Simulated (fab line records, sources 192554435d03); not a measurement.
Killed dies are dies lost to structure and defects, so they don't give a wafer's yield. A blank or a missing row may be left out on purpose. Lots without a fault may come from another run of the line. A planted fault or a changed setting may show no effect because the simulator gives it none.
Chamber matching | flow n5_finfet | N5_PASSIVATION_ETCH_54 on rie_diel-04: 4 sister chambers
The step etches SiO2 in CHF3/O2, target depth 880 nm, time 440 s. 14 wafers are shown with their chamber, then 7 later ones without.

WAFERS WITH THEIR CHAMBER
wafer  | chamber | rf_vpp_V (V) | showerhead_plenum_p_Torr (Torr) | throttle_valve_pct (%)
L075.1 | 1       | 541          | 2.38                            | 18.81
L075.5 | 2       | 501          | 2.48                            | 18.64
L075.6 | 3       | 528          | 2.35                            | 18.79
L078.1 | 2       | 502          | 2.47                            | 18.66
L078.5 | 2       | 501          | 2.47                            | 18.66
L078.6 | 1       | 540          | 2.38                            | 18.81
L077.3 | 0       | 544          | 2.43                            | 18.51
L077.4 | 3       | 528          | 2.35                            | 18.81
L077.6 | 1       | 540          | 2.38                            | 18.82
L079.2 | 0       | 544          | 2.43                            | 18.53
L079.4 | 3       | 527          | 2.34                            | 18.82
L079.6 | 2       | 503          | 2.47                            | 18.66
L086.2 | 1       | 539          | 2.38                            | 18.46
L086.5 | 1       | 539          | 2.38                            | 18.47

SIGNATURES (means of the wafers above)
reading                  | chamber 0 | chamber 1 | chamber 2 | chamber 3 | scatter within a chamber
rf_vpp_V                 | 544.00    | 539.80    | 501.75    | 527.67    | 0.788
showerhead_plenum_p_Torr | 2.4300    | 2.3800    | 2.4725    | 2.3467    | 0.00376
throttle_valve_pct       | 18.5200   | 18.6740   | 18.6550   | 18.8067   | 0.121
Rule: a wafer's distance from a chamber is the root of the sum, over the readings, of the square of ((its reading less the chamber's mean) divided by the reading's scatter). The wafer belongs to the nearest chamber; if the next one is less than 2 further off, it can't be placed. The scatter: the root of (the sum of the squares of (reading less its chamber's mean) over the shown wafers, divided by (wafers less chambers)).

WAFERS WITHOUT THEIR CHAMBER
wafer  | rf_vpp_V (V) | showerhead_plenum_p_Torr (Torr) | throttle_valve_pct (%)
L086.6 | 528          | 2.34                            | 18.86
L092.3 | 539          | 2.37                            | 18.48
L092.4 | 543          | 2.42                            | 18.56
L092.5 | 543          | 2.42                            | 18.55
L097.1 | 539          | 2.37                            | 18.49
L097.2 | 502          | 2.46                            | 18.27
L097.6 | 526          | 2.33                            | 18.87

WHICH CHAMBER EACH WENT THROUGH
wafer  | from the rows above | in truth
L086.6 | 3                   | 3
L092.3 | 1                   | 1
L092.4 | 0                   | 0
L092.5 | 0                   | 0
L097.1 | 1                   | 1
L097.2 | 2                   | 2
L097.6 | 3                   | 3
Placed correctly: 7 of 7. Can't be placed from these rows: 0. Placed wrongly: 0.
